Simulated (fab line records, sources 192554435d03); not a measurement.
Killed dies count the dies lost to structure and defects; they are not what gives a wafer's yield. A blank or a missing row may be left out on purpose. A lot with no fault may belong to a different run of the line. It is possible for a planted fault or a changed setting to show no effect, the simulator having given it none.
fab line records / flow n5Finfet
record: lots: 3 wafers: 9 lastDay: 18
route steps=1938 shown BEOL_M0@731 BEOL_M1@751 BEOL_M4@1111 PASSIVATION@1936
lots that met no fault: taken from a fault-free run of the same line
startH: the number of hours between the record's first day and the start of the first shown wafer of the lot / waitH: hours elapsed since this lot's preceding step / " same as the row above / L1.1+2: several wafers, shown together as one row / - no value, or no start given / * or withheld: withheld / < > ~ a bound
route shown NAME@n: a module of which the file shows steps, and the number in the route of the first / usual: the fault-free wafers' mean and standard deviation / same: alike in all rows / chamber/n: place in a boat / sites: the reading at each site / _std_site: standard deviation of those values / _edge_site: the outer-site mean with the inner-site mean subtracted / radiusMm: how far each site lies from the wafer's centre / mask NAME#n: copy n / behind: the last tool/chamber to shape the wafer / hold: why the lot was held/for how many hours/how that ended / device: the n, p or np transistor that did not switch / end of line: tests of these same wafers at the route's end / step lacking rows: just its recipe / killed: dies that structure and defects cost at the first sort, which is not the same as the wafer's yield / map: a wafer's dies, x killed, . not, _ none there
set.NAME: the run value of the setting; set.NAME@STEP: its run value at that earlier step / model.NAME: the simulator's own value behind a step, which no gauge read
lots at selected steps of the route; one table per step, one row per wafer
services: from which hour (startH, from the record's first day; less than 0 if before it) a tool's chamber was out of use, for how many hours, and why
== steps ==
step: N5_BEOL_M0_ALD_136
recipe: material: TaN targetThkA: * tempC: 275 aldPrecursorFamily: PDMAT aldCoReactant: NH3 pressureTorr: 3 carrierFlowSccm: 1500 pulseTimeS: 2 purgeTimeS: 3 coReactantPurgeTimeS: 2 coReactantPulseTimeS: 3 aldCycles: 30 precursorVesselTempC: 75 precursorVesselPressureTorr: 26.25 precursorVesselCarrierSccm: 1000
step: N5_BEOL_M0_SURFACE_TREAT_137
recipe: gas: Ar timeS: * ionEnergyEv: * ionCurrentMaCm2: 0.5 pressureMtorr: * arFlowSccm: 30
step: N5_BEOL_M0_CVD_115
recipe: material: Co targetThkA: * tempC: withheld precursor: CCTBA/H2 pressureTorr: 30 timeS: 120
step: N5_BEOL_M0_SPUTTER_116
recipe: material: Cu targetThkA: 40 tempC: -20 chamberPressurePa: 0.07 powerW: withheld timeS: 7.37
step: N5_BEOL_M0_ANNEAL_117
recipe: tempC: 400 timeS: 60 ambient: vacuum
step: N5_BEOL_M0_SPUTTER_132
recipe: material: Cu targetThkA: 40 tempC: -20 chamberPressurePa: 0.07 powerW: withheld timeS: 7.37
step: N5_BEOL_M0_ANNEAL_133
recipe: tempC: 400 timeS: 60 ambient: vacuum
step: N5_BEOL_M0_SPUTTER_134
recipe: material: Cu targetThkA: 40 tempC: -20 chamberPressurePa: 0.07 powerW: withheld timeS: 7.37
step: N5_BEOL_M0_ANNEAL_135
recipe: tempC: 400 timeS: 60 ambient: vacuum
step: N5_BEOL_M0_SPUTTER_141
recipe: material: Cu targetThkA: 40 tempC: -20 chamberPressurePa: 0.07 powerW: withheld timeS: 7.37
step: N5_BEOL_M0_ECD_118
recipe: material: Cu targetThkA: 3000
step: N5_BEOL_M0_ANNEAL_119
recipe: tempC: 225 timeS: 90 ambient: N2
step: N5_BEOL_M0_CMP_120
recipe: stopOn: SiOC tOverpolishS: 6.9 downForcePsi: 1 platenRpm: 50 clearingPlatenDownForcePsi: 1.5 clearingPlatenRpm: 50 postCmpClean: cuAlkaline clearingPlatenPadVelocityMS: 0.99484 padVelocityMS: 0.99484
usual: barrierFieldEndpointS: 3.67/0.15 motorCurrentA: 6.2/0.67 overpolishRunS: 6.899/0.0083 timeToEndpointS: 62/4.6
lot.wafer=L479.2 tool=cmp-01 chamber=3 startH=123.95 waitH=0.2 barrierFieldEndpointS=3.52 motorCurrentA=6.4 overpolishRunS=6.900 timeToEndpointS=60
lot.wafer=L479.1 tool=cmp-01 chamber=2 startH=123.95 waitH=0.2 barrierFieldEndpointS=3.65 motorCurrentA=5.5 overpolishRunS=6.889 timeToEndpointS=62
lot.wafer=L479.6 tool=cmp-01 chamber=3 startH=123.95 waitH=0.2 barrierFieldEndpointS=3.35 motorCurrentA=6.5 overpolishRunS=6.908 timeToEndpointS=63
lot.wafer=L495.4 tool=cmp-01 chamber=1 startH=225.96 waitH=0.3 barrierFieldEndpointS=3.60 motorCurrentA=6.8 overpolishRunS=6.898 timeToEndpointS=59
lot.wafer=L495.1 tool=cmp-01 chamber=2 startH=225.96 waitH=0.3 barrierFieldEndpointS=3.56 motorCurrentA=5.8 overpolishRunS=6.909 timeToEndpointS=61
lot.wafer=L495.6 tool=cmp-01 chamber=3 startH=225.96 waitH=0.3 barrierFieldEndpointS=3.64 motorCurrentA=6.3 overpolishRunS=6.891 timeToEndpointS=61
lot.wafer=L500.3 tool=cmp-04 chamber=0 startH=252.89 waitH=0.2 barrierFieldEndpointS=3.98 motorCurrentA=6.2 overpolishRunS=6.902 timeToEndpointS=70
lot.wafer=L500.6 tool=cmp-04 chamber=3 startH=252.89 waitH=0.2 barrierFieldEndpointS=3.97 motorCurrentA=7.4 overpolishRunS=6.908 timeToEndpointS=67
lot.wafer=L500.5 tool=cmp-04 chamber=0 startH=252.89 waitH=0.2 barrierFieldEndpointS=3.95 motorCurrentA=6.6 overpolishRunS=6.882 timeToEndpointS=73
step: N5_BEOL_M0_PRE_CLEAN_131
recipe: gas: NH3/H2 timeS: 15 tempC: * rfPowerW: 300
step: N5_BEOL_M0_CO_CAP_123
recipe: material: Co targetThkA: 20 tempC: 200 precursor: CCTBA/H2 pressureTorr: 30 timeS: 102.1
step: N5_BEOL_M0_PRE_CLEAN_124
recipe: gas: NH3 timeS: 15 tempC: withheld rfPowerW: 300
step: N5_BEOL_M0_DEP_125
recipe: material: SiCN targetThkA: 80 tempC: withheld precursor: 3MS/NH3 pressureTorr: 3 rfW: 202 timeS: 14
step: N5_BEOL_M0_INSPECT_127
recipe: inspectInstrument: darkfield mode: postDep
usual: rawDefectCount: 66/20
lot.wafer=L479.1 tool=defectInspect-02 chamber=- startH=124.61 waitH=0.0 rawDefectCount=50
lot.wafer=L479.2 tool=defectInspect-02 chamber=- startH=124.61 waitH=0.0 rawDefectCount=87
lot.wafer=L479.6 tool=defectInspect-02 chamber=- startH=124.61 waitH=0.0 rawDefectCount=62
lot.wafer=L495.1 tool=defectInspect-02 chamber=- startH=226.46 waitH=0.0 rawDefectCount=508
lot.wafer=L495.4 tool=defectInspect-02 chamber=- startH=226.46 waitH=0.0 rawDefectCount=74
lot.wafer=L495.6 tool=defectInspect-02 chamber=- startH=226.46 waitH=0.0 rawDefectCount=78
lot.wafer=L500.3 tool=defectInspect-01 chamber=- startH=253.44 waitH=0.0 rawDefectCount=50
lot.wafer=L500.5 tool=defectInspect-01 chamber=- startH=253.44 waitH=0.0 rawDefectCount=66
lot.wafer=L500.6 tool=defectInspect-01 chamber=- startH=253.44 waitH=0.0 rawDefectCount=47
step: N5_BEOL_M1_ILD_DEP_00
recipe: material: SiOC targetThkA: 790 tempC: 350 precursor: DEMS/O2 pressureTorr: 5 rfW: 500 timeS: 15.3
step: N5_BEOL_M1_PECVD_72
recipe: material: SiO2 targetThkA: 160 tempC: 400 precursor: TEOS/O2 pressureTorr: 5.5 rfW: 450 teosFlowSccm: 53.8 gas: O2 flowSccm: 3000 timeS: 18
step: N5_BEOL_M1_HM_DEP_02
recipe: material: TiN targetThkA: 200 tempC: 25 chamberPressurePa: 0.49996
step: N5_BEOL_M1_COAT_61
recipe: resist: SOC tempC: 250 timeS: 60 spinRpm: 1500 resistThkNm: 60
step: N5_BEOL_M1_COAT_62
recipe: resist: SiARC tempC: 220 timeS: 60 spinRpm: 1500 resistThkNm: 12
step: N5_BEOL_M1_COAT_73
recipe: resist: underlayer tempC: 205 timeS: 60 spinRpm: 1500 resistThkNm: 5
step: N5_BEOL_M1_COAT_05
recipe: resist: CAR-EUV spinRpm: 1500 resistThkNm: 30
step: N5_BEOL_M1_EBR_07
recipe: solvent: PGMEA ebrWidthMm: 1.5
step: N5_BEOL_M1_SOFTBAKE_06
recipe: tempC: 110 timeS: 60 resist: CAR-EUV
step: N5_BEOL_M1_EXPOSE_08
recipe: maskId: M1 na: 0.33 sourceShape: dipole sigmaInner: 0.369 sigmaOuter: 0.767 polarization: unpolarized doseMj: 33
step: N5_BEOL_M1_PEB_09
recipe: pebTempC: 100 pebTimeS: 60 resist: CAR-EUV
step: N5_BEOL_M1_DEVELOP_10
recipe: developTimeS: 30 developer: TMAH resist: CAR-EUV rinseLiquid: surfactantRinse dry: airSpin devTempC: 23
step: N5_BEOL_M1_INSPECT_13
recipe: mode: adi inspectInstrument: brightfield
usual: rawDefectCount: 406/100
lot.wafer=L479.1 tool=defectInspect-01 chamber=- startH=126.21 waitH=0.1 rawDefectCount=325
lot.wafer=L479.2 tool=defectInspect-01 chamber=- startH=126.21 waitH=0.1 rawDefectCount=302
lot.wafer=L479.6 tool=defectInspect-01 chamber=- startH=126.21 waitH=0.1 rawDefectCount=385
lot.wafer=L495.1 tool=defectInspect-01 chamber=- startH=228.44 waitH=0.1 rawDefectCount=861
lot.wafer=L495.4 tool=defectInspect-01 chamber=- startH=228.44 waitH=0.1 rawDefectCount=318
lot.wafer=L495.6 tool=defectInspect-01 chamber=- startH=228.44 waitH=0.1 rawDefectCount=391
lot.wafer=L500.3 tool=defectInspect-01 chamber=- startH=255.79 waitH=0.0 rawDefectCount=369
lot.wafer=L500.5 tool=defectInspect-01 chamber=- startH=255.79 waitH=0.0 rawDefectCount=367
lot.wafer=L500.6 tool=defectInspect-01 chamber=- startH=255.79 waitH=0.0 rawDefectCount=325
step: N5_BEOL_M1_DESCUM_16
recipe: chemistry: O2 timeS: 7 sourcePowerW: 50 biasPowerW: 20 pressureMtorr: 20 rfFrequencyHz: 2.712e+07 tempC: 40 resist: CAR-EUV o2FlowSccm: 225
step: N5_BEOL_M1_ETCH_74
recipe: chemistry: N2/H2 target: underlayer targetDepthA: 65 maskMaterial: CAR-EUV timeS: 5.2 ionEnergyEv: 200 pressureMtorr: 30 sourceW: 840 biasW: 150 n2FlowSccm: 200 h2FlowSccm: 200 ends: cleared
step: N5_BEOL_M1_ETCH_63
recipe: chemistry: CF4 target: SiARC targetDepthA: 156 maskMaterial: CAR-EUV timeS: 26 ionEnergyEv: 80 pressureMtorr: 40 sourceW: 545 biasW: 36 Ar_flow_sccm: 100 cf4FlowSccm: 100 ends: cleared
step: N5_BEOL_M1_ETCH_64
recipe: chemistry: N2/H2 target: SOC targetDepthA: 750 overetchA: 150 maskMaterial: SiARC tempC: 40 timeS: 112.5 ionEnergyEv: 200 pressureMtorr: 30 sourceW: 840 biasW: 150 n2FlowSccm: 200 h2FlowSccm: 200
step: N5_BEOL_M1_STRIP_65
recipe: chemistry: N2/H2 tempC: 40 n2FlowSccm: 200 h2FlowSccm: 200 rfFrequencyHz: 6e+07
step: N5_BEOL_M1_STRIP_75
recipe: chemistry: N2/H2 tempC: 40 n2FlowSccm: 200 h2FlowSccm: 200 rfFrequencyHz: 6e+07
step: N5_BEOL_M1_INSPECT_30
recipe: mode: adi inspectInstrument: brightfield
usual: rawDefectCount: 415/110
lot.wafer=L479.1 tool=defectInspect-01 chamber=- startH=127.21 waitH=0.1 rawDefectCount=344
lot.wafer=L479.2 tool=defectInspect-01 chamber=- startH=127.21 waitH=0.1 rawDefectCount=328
lot.wafer=L479.6 tool=defectInspect-01 chamber=- startH=127.21 waitH=0.1 rawDefectCount=391
lot.wafer=L495.1 tool=defectInspect-02 chamber=- startH=229.58 waitH=0.1 rawDefectCount=892
lot.wafer=L495.4 tool=defectInspect-02 chamber=- startH=229.58 waitH=0.1 rawDefectCount=358
lot.wafer=L495.6 tool=defectInspect-02 chamber=- startH=229.58 waitH=0.1 rawDefectCount=426
lot.wafer=L500.3 tool=defectInspect-01 chamber=- startH=256.84 waitH=0.0 rawDefectCount=364
lot.wafer=L500.5 tool=defectInspect-01 chamber=- startH=256.84 waitH=0.0 rawDefectCount=354
lot.wafer=L500.6 tool=defectInspect-01 chamber=- startH=256.84 waitH=0.0 rawDefectCount=330
step: N5_BEOL_M4_RC_MEAS_101
usual: DIBL_N: 37.0/2.3 DIBL_P: 37.3/2.8 IOFF_N: 0.17/0.046 IOFF_P: 0.23/0.054 ION_N: 675/14 ION_P: 460/9.3 SS_N: 71.7/0.73 SS_P: 73.6/0.95 VT_N: 249/3.9 VT_P: -250/3.9
lot.wafer=L479.1 tool=prober-02 chamber=0 startH=170.00 waitH=0.0 DIBL_N[mV/V]=40.2 DIBL_P[mV/V]=42.0 IOFF_N[nA/um]=0.27 IOFF_P[nA/um]=0.32 ION_N[uA/um]=706 ION_P[uA/um]=481 SS_N[mV/dec]=72.6 SS_P[mV/dec]=74.6 VT_N[mV]=245 VT_P[mV]=-245
lot.wafer=L479.2 tool=prober-02 chamber=0 startH=170.00 waitH=0.0 DIBL_N[mV/V]=35.6 DIBL_P[mV/V]=35.0 IOFF_N[nA/um]=0.15 IOFF_P[nA/um]=0.19 ION_N[uA/um]=676 ION_P[uA/um]=458 SS_N[mV/dec]=71.8 SS_P[mV/dec]=73.1 VT_N[mV]=253 VT_P[mV]=-250
lot.wafer=L479.6 tool=prober-02 chamber=0 startH=170.00 waitH=0.0 DIBL_N[mV/V]=37.1 DIBL_P[mV/V]=38.5 IOFF_N[nA/um]=0.18 IOFF_P[nA/um]=0.24 ION_N[uA/um]=672 ION_P[uA/um]=461 SS_N[mV/dec]=71.9 SS_P[mV/dec]=74.4 VT_N[mV]=248 VT_P[mV]=-250
lot.wafer=L495.1 tool=prober-02 chamber=0 startH=286.19 waitH=0.0 DIBL_N[mV/V]=34.0 DIBL_P[mV/V]=33.0 IOFF_N[nA/um]=0.11 IOFF_P[nA/um]=0.15 ION_N[uA/um]=656 ION_P[uA/um]=446 SS_N[mV/dec]=70.9 SS_P[mV/dec]=72.6 VT_N[mV]=256 VT_P[mV]=-254
lot.wafer=L495.4 tool=prober-02 chamber=0 startH=286.19 waitH=0.0 DIBL_N[mV/V]=37.0 DIBL_P[mV/V]=35.2 IOFF_N[nA/um]=0.14 IOFF_P[nA/um]=0.18 ION_N[uA/um]=670 ION_P[uA/um]=451 SS_N[mV/dec]=71.3 SS_P[mV/dec]=73.5 VT_N[mV]=254 VT_P[mV]=-254
lot.wafer=L495.6 tool=prober-02 chamber=0 startH=286.19 waitH=0.0 DIBL_N[mV/V]=34.7 DIBL_P[mV/V]=32.4 IOFF_N[nA/um]=0.11 IOFF_P[nA/um]=0.15 ION_N[uA/um]=649 ION_P[uA/um]=447 SS_N[mV/dec]=71.2 SS_P[mV/dec]=72.7 VT_N[mV]=256 VT_P[mV]=-255
lot.wafer=L500.3 tool=prober-02 chamber=0 startH=320.02 waitH=0.3 DIBL_N[mV/V]=34.7 DIBL_P[mV/V]=34.0 IOFF_N[nA/um]=0.13 IOFF_P[nA/um]=0.18 ION_N[uA/um]=655 ION_P[uA/um]=449 SS_N[mV/dec]=71.6 SS_P[mV/dec]=73.3 VT_N[mV]=252 VT_P[mV]=-252
lot.wafer=L500.5 tool=prober-02 chamber=0 startH=320.02 waitH=0.3 DIBL_N[mV/V]=42.4 DIBL_P[mV/V]=44.0 IOFF_N[nA/um]=0.32 IOFF_P[nA/um]=0.37 ION_N[uA/um]=699 ION_P[uA/um]=473 SS_N[mV/dec]=74.0 SS_P[mV/dec]=75.3 VT_N[mV]=242 VT_P[mV]=-244
lot.wafer=L500.6 tool=prober-02 chamber=0 startH=320.02 waitH=0.3 DIBL_N[mV/V]=37.3 DIBL_P[mV/V]=38.3 IOFF_N[nA/um]=0.20 IOFF_P[nA/um]=0.25 ION_N[uA/um]=673 ION_P[uA/um]=458 SS_N[mV/dec]=72.0 SS_P[mV/dec]=74.7 VT_N[mV]=248 VT_P[mV]=-248
step: N5_PASSIVATION_PROBE_49
usual: defectLimitedYield: 91.5/1.3 killed_at_M0_to_M3: 36/10 killed_at_M4_up: 13/4.7 killedAtContacts: 13/6.7 killedAtFrontEnd: 37/9.7 killedAtOther: 2.6/2.3 killedDies: 101/15 killedOnRim: 14/4.3 killedOpen: 67/12 killedShort: 32/6.7 sort_bin_4_leakage: 0.0/0.31 sort_bin_5_function: 5.0/0.89 sort_bin_6_memory: 3.2/0.63 sortNPass: 1079/16 sortYieldPct: 91.4/1.4
same: grossDies: 1180 killedAtBackSide: 0 sort_bin_8_speed[%]: 0
lot.wafer=L479.1 tool=prober-02 chamber=- startH=285.33 waitH=0.0 defectLimitedYield[%]=91.9 killed_at_M0_to_M3=48 killed_at_M4_up=17 killedAtContacts=4 killedAtFrontEnd=24 killedAtOther=3 killedDies=96 killedOnRim=12 killedOpen=50 killedShort=45 sort_bin_4_leakage[%]=0 sort_bin_5_function[%]=4.4 sort_bin_6_memory[%]=3.2 sortNPass=1084 sortYieldPct[%]=91.9
lot.wafer=L479.2 tool=prober-02 chamber=- startH=285.38 waitH=0.1 defectLimitedYield[%]=90.6 killed_at_M0_to_M3=66 killed_at_M4_up=14 killedAtContacts=6 killedAtFrontEnd=24 killedAtOther=1 killedDies=111 killedOnRim=17 killedOpen=79 killedShort=32 sort_bin_4_leakage[%]=0 sort_bin_5_function[%]=5.5 sort_bin_6_memory[%]=3.9 sortNPass=1069 sortYieldPct[%]=90.6
lot.wafer=L479.6 tool=prober-02 chamber=- startH=285.58 waitH=0.3 defectLimitedYield[%]=90.6 killed_at_M0_to_M3=50 killed_at_M4_up=4 killedAtContacts=14 killedAtFrontEnd=42 killedAtOther=1 killedDies=111 killedOnRim=13 killedOpen=67 killedShort=44 sort_bin_4_leakage[%]=0 sort_bin_5_function[%]=4.6 sort_bin_6_memory[%]=4.4 sortNPass=1069 sortYieldPct[%]=90.6
lot.wafer=L495.1 tool=prober-02 chamber=- startH=397.98 waitH=0.0 defectLimitedYield[%]=64.6 killed_at_M0_to_M3=354 killed_at_M4_up=7 killedAtContacts=11 killedAtFrontEnd=45 killedAtOther=1 killedDies=418 killedOnRim=53 killedOpen=61 killedShort=21 sort_bin_4_leakage[%]=0 sort_bin_5_function[%]=20.8 sort_bin_6_memory[%]=12.1 sortNPass=762 sortYieldPct[%]=64.6
lot.wafer=L495.4 tool=prober-02 chamber=- startH=398.13 waitH=0.2 defectLimitedYield[%]=91.9 killed_at_M0_to_M3=35 killed_at_M4_up=11 killedAtContacts=9 killedAtFrontEnd=39 killedAtOther=2 killedDies=96 killedOnRim=18 killedOpen=66 killedShort=27 sort_bin_4_leakage[%]=0 sort_bin_5_function[%]=5.4 sort_bin_6_memory[%]=2.2 sortNPass=1084 sortYieldPct[%]=91.9
lot.wafer=L495.6 tool=prober-02 chamber=- startH=398.23 waitH=0.3 defectLimitedYield[%]=92.1 killed_at_M0_to_M3=39 killed_at_M4_up=9 killedAtContacts=12 killedAtFrontEnd=33 killedAtOther=0 killedDies=93 killedOnRim=18 killedOpen=68 killedShort=25 sort_bin_4_leakage[%]=0 sort_bin_5_function[%]=4.7 sort_bin_6_memory[%]=3.0 sortNPass=1087 sortYieldPct[%]=92.1
killed by level:class
L479.1 BEOL_M0_SAQP:geometricParticle:short=12 FIN_SAQP:geometricParticle:short=11 BEOL_M0_SAQP:geometricParticle:open=11 BEOL_M4:geometricParticle:open=9 BEOL_M1:geometricParticle:open=9 BEOL_M3:geometricParticle:short=6 BEOL_M1:geometricParticle:short=5 BEOL_M3:geometricParticle:open=4
L479.2 BEOL_M0_SAQP:geometricParticle:open=16 BEOL_M3:geometricParticle:open=14 BEOL_M0_SAQP:geometricParticle:short=11 BEOL_M1:geometricParticle:open=11 FIN_SAQP:geometricParticle:open=7 BEOL_M2:geometricParticle:open=6 MOL_CONTACT_COAG:geometricParticle:open=5 FIN_SAQP:geometricParticle:short=4
L479.6 FIN_SAQP:geometricParticle:short=20 BEOL_M3:geometricParticle:open=18 MOL_CONTACT_COAG:geometricParticle:open=11 BEOL_M0_SAQP:geometricParticle:short=11 BEOL_M0_SAQP:geometricParticle:open=9 FIN_SAQP:geometricParticle:open=8 BEOL_M1:geometricParticle:open=6 STI_FIN_REVEAL:geometricParticle:open=4
L495.1 BEOL_M0:unspecified=334 FIN_SAQP:geometricParticle:open=21 MOL_CONTACT_COAG:geometricParticle:open=9 FIN_SAQP:geometricParticle:short=5 BEOL_M0_SAQP:geometricParticle:short=5 BEOL_M0:geometricParticle:open=5 STI_FIN_REVEAL:geometricParticle:open=4 DUMMY_GATE:geometricParticle:open=4
L495.4 DUMMY_GATE:geometricParticle:open=11 MOL_CONTACT_COAG:geometricParticle:open=7 BEOL_M0_SAQP:geometricParticle:open=7 BEOL_M3:geometricParticle:open=7 FIN_SAQP:geometricParticle:open=6 BEOL_M0_SAQP:geometricParticle:short=6 BEOL_M1:geometricParticle:open=5 BEOL_M4:geometricParticle:open=5
L495.6 BEOL_M3:geometricParticle:open=10 MOL_CONTACT_COAG:geometricParticle:open=9 BEOL_M0:geometricParticle:open=8 STI_FIN_REVEAL:geometricParticle:open=7 BEOL_M1:geometricParticle:open=6 FIN_SAQP:geometricParticle:open=5 BEOL_M0_SAQP:geometricParticle:short=5 FIN_SAQP:geometricParticle:short=4
map L495.1 (x killed, . not)
_________________x...x...x..x________________
______________.x.xx..x....x...x._____________
___________.......xx.xx.x.x....x.x.__________
__________.x.x..xxx......x.xx.x..xx._________
________..x....xx...x.xxxx..x.x..x...x_______
_______...xx..xx...x..x.x..x.xxx.xxxxx.______
______..x..xx.x.x....xxxx..x.xx..xx..x.x_____
_____xxx.xx..xx.x.x..x..x....x..xxx..xx.x____
____...x......x..xxx...x...x.........x..x.___
___.xxx.xx.x.x........xxxx...x.......x.x.x.__
___...x.xx.....xx...x.x..x....xx..x..x....x__
__.x......xxxxx....x.x..x.x.xx.xx.xxxx......_
__x..x..xx..xx.......x.x...x.x.......x...x.x_
_xxx...x.x...........x...x...........xx...x..
_.........x...xxx..xxx........xxx.....xx.xxxx
_xxxx...x....x..x.xx.x.x.......x.x......xxx..
_.x......x...x...x..x...x.xx.......xx....x.x.
_....xx.x.x...xxx.xx...x.............x...xxx.
_.x...x.....x.x..xx.x.....x..x.x....xxx......
_...x...x.xxxx..x...x.......x.....xxx.xx.x.x.
_x.xx.x....xx.....x.x.x.....xx..x.x......x..x
__.xx.xx.x..xxx...xxx..x.....x...x......xx.x_
__..x...x.xxx.xxxx.......x.....x..x.xx......_
___...x...x.x..xx..xx...xx....xx.xx.xx.x..x__
___xx.......x..x..x.xx....x..x..x......x.x.__
____x......x.x..x......x..x......x.x.....x___
_____..x..x.x.xx.x..x..x..x.xxx.xx...xx..____
______.xx.xxxx.....xxx..x.x.xx.xx..x...._____
_______.xxxxx.x.xx..x.xx..xx..x.x...x..______
________xxx....x...xxxx.x..x....x....._______
__________.x.x.......x.....x.....x.._________
___________.x..x.xx................__________
______________x.x....xx.....xxx._____________
_________________...x...x..x.________________
map L479.2 (x killed, . not)
_________________....x.......________________
______________......x.......x..._____________
___________......xx...x..x.........__________
__________...............x.........._________
________............x..x.........x.xx._______
_______.x..................x...........______
______...x.........x.x...x.............._____
_____...x.....x...x.......x.......x......____
____...x................x.....x......x....___
___..................x..x...x..............__
___..........x.......x...x.................__
__x.........x....x....x............x........_
__.......x........x...........x...x..x......_
_...x...............................x........
_..............................xx............
_...x...x.....x.......x..xx..................
_.......x.......x.......x....x...............
_....................x.....x...xx......x.....
_......x......x.............x....x........x.x
_x...............x..............x.x..........
_.x...x..........xxx......x.x.........x......
__..............x...x..............x........_
__x...x...................x....x............_
___x..............x................x.......__
___......................x.................__
____..x...................................___
_____.xxx................x...............____
______.......................x.........._____
_______..x...................x....x....______
________.x.........x.................._______
__________.x...............x........_________
___________xx.......xx.............__________
______________.x...........x...._____________
_________________............________________
== services ==
tool=cmp-04 chamber=- startH=103.68 hours=1.0 kind=repair
tool=cmp-01 chamber=- startH=132.40 hours=5.5 kind=pm
tool=cmp-04 chamber=- startH=140.01 hours=3.1 kind=pm
tool=cmp-04 chamber=- startH=184.81 hours=5.6 kind=repair
tool=cmp-01 chamber=- startH=198.85 hours=1.9 kind=repair
tool=cmp-04 chamber=- startH=225.15 hours=0.9 kind=repair
== key ==
firstSign: step: N5_BEOL_M0_INSPECT_127 reading: rawDefectCount direction: up sigmas: 22 usual: 66 struck: 508
effect: step: N5_BEOL_M1_INSPECT_13 reading: rawDefectCount direction: up sigmas: 4.4 usual: 406 struck: 861
effect: step: N5_BEOL_M1_INSPECT_30 reading: rawDefectCount direction: up sigmas: 4.3 usual: 415 struck: 892
effect: step: N5_PASSIVATION_PROBE_49 reading: killed_at_M0_to_M3 direction: up sigmas: 31 usual: 36 struck: 354
moreKillsBornAt: N5_BEOL_M0_CMP_120@cmp-01: 334
metAt N5_BEOL_M0_CMP_120
struckWafers L495.1
onsetBetween 123.95 225.96
fault: kind: chamberParticleSource tool: cmp-01 chamber: 2 onsetH: 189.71 steps: N5_BEOL_M0_CMP_120 ratePerVisitCm2: 0.6495 endH: 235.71
